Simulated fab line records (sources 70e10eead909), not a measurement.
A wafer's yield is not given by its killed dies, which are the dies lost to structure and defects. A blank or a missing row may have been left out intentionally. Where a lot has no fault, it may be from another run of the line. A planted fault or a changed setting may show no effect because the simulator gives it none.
Chamber matching -- flow nand_harc -- NHARC_P_M0_ETCH_34 on rie_diel-09 has 4 sister chambers
The step etches the open film in N2/H2, target depth 40 nm, overetch 12 nm, time 43.94 s. 14 wafers are shown with their chamber, then 7 later ones without.

WAFERS WITH THEIR CHAMBER
wafer,chamber,drypump_motor_current_A (A),rf_vpp_V (V),oes_product_au (a.u.)
L466.1,1,6.4,426,0.996
L466.2,0,5.1,436,1.002
L466.5,0,5.2,434,1.002
L467.3,3,5.7,430,1.006
L467.5,0,5.2,433,0.999
L467.6,1,6.4,428,0.994
L468.1,2,6.0,425,0.989
L468.2,3,5.7,430,1.004
L468.3,0,5.2,435,0.990
L471.3,2,6.0,425,0.999
L471.4,1,6.3,428,0.998
L471.5,2,6.0,427,1.007
L472.3,2,6.0,426,1.001
L472.5,2,6.0,426,0.996

SIGNATURES, as means of the wafers listed above
reading,chamber 0,chamber 1,chamber 2,chamber 3,scatter within a chamber
drypump_motor_current_A,5.175,6.367,6.000,5.700,0.0376
rf_vpp_V,434.50,427.33,425.80,430.00,1.02
oes_product_au,0.99825,0.99600,0.99840,1.00500,0.00531
Rule: a wafer's distance from a chamber is the root of the sum, over the readings, of the square of ((its reading less the chamber's mean) divided by the reading's scatter). If the next closest chamber is less than 2 further off than the closest, the wafer can't be placed; otherwise it belongs to the closest. The scatter: the root of (the sum of the squares of (reading less its chamber's mean) over the shown wafers, divided by (wafers less chambers)).

WAFERS WITH NO CHAMBER GIVEN
wafer,drypump_motor_current_A (A),rf_vpp_V (V),oes_product_au (a.u.)
L472.6,6.4,428,0.998
L473.1,5.7,430,1.006
L473.3,5.2,434,1.002
L473.4,6.0,427,0.989
L481.3,6.3,429,1.005
L481.5,6.0,426,0.997
L481.6,6.4,427,1.024

WHICH CHAMBER EACH WENT THROUGH
wafer,from the rows above,in truth
L472.6,1,1
L473.1,3,3
L473.3,0,0
L473.4,2,2
L481.3,1,1
L481.5,2,2
L481.6,1,1
Correctly placed: 7 of 7. From these rows, 0 cannot be placed. 0 placed wrongly.
